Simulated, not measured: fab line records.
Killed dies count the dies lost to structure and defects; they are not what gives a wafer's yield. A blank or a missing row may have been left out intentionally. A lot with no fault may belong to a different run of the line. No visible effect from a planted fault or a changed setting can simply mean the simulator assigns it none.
Which tool did it?    flow nand-harc    route of 1159 steps, sampled at 1 step: 11 lots, 33 wafers

== WHAT THE GAUGES READ, wafer by wafer ==
NHARC_A_CHANNEL_HOLE_D1_CD_MEAS_10: target cd 100 nm.
lot   measured      on         cd-nm (nm)
L986  day 8 11:17   cd-sem-03  99.8 100.0 99.9
L988  day 8 17:53   cd-sem-01  100.2 99.2 99.8
L989  day 9 01:59   cd-sem-03  100.1 99.1 100.2
L992  day 9 15:43   cd-sem-02  99.3 99.5 99.9
L993  day 10 01:52  cd-sem-02  100.0 100.1 99.7
L994  day 10 12:53  cd-sem-03  100.7 100.2 100.0
L996  day 10 14:47  cd-sem-02  99.6 100.5 99.1
L999  day 11 10:28  cd-sem-01  99.4 99.5 98.7
L997  day 11 20:47  cd-sem-03  101.0 99.6 99.6
L101  day 12 01:41  cd-sem-01  100.8 100.4 100.0
L107  day 13 21:34  cd-sem-01  100.8 101.0 100.3

== WHICH TOOL RAN EACH LOT (tool, then ch and the chambers of the sampled wafers, then the start) ==
There is no process step in the record ahead of these readings.

== THE ANSWER, worked out from the rows above alone ==
Rule: usual is defined by the lots themselves. Put in order of their means at a reading, lots are off if they are a third of the lots or fewer, leave a main group of 4 or more, and stand apart from it by a gap of 3 or more times the standard deviation of the main group's means; of several such gaps the widest counts. If all means in a main group match to the digits the tables above print for the reading, that group is not used. Also off: a lot with no number at a reading for which 4 or more lots have one. All remaining lots with rows at the step are treated as sound.
No lot is off on any of the readings shown, so nothing can be concluded from this.

== WHAT THE SIMULATOR HAD PUT IN ==
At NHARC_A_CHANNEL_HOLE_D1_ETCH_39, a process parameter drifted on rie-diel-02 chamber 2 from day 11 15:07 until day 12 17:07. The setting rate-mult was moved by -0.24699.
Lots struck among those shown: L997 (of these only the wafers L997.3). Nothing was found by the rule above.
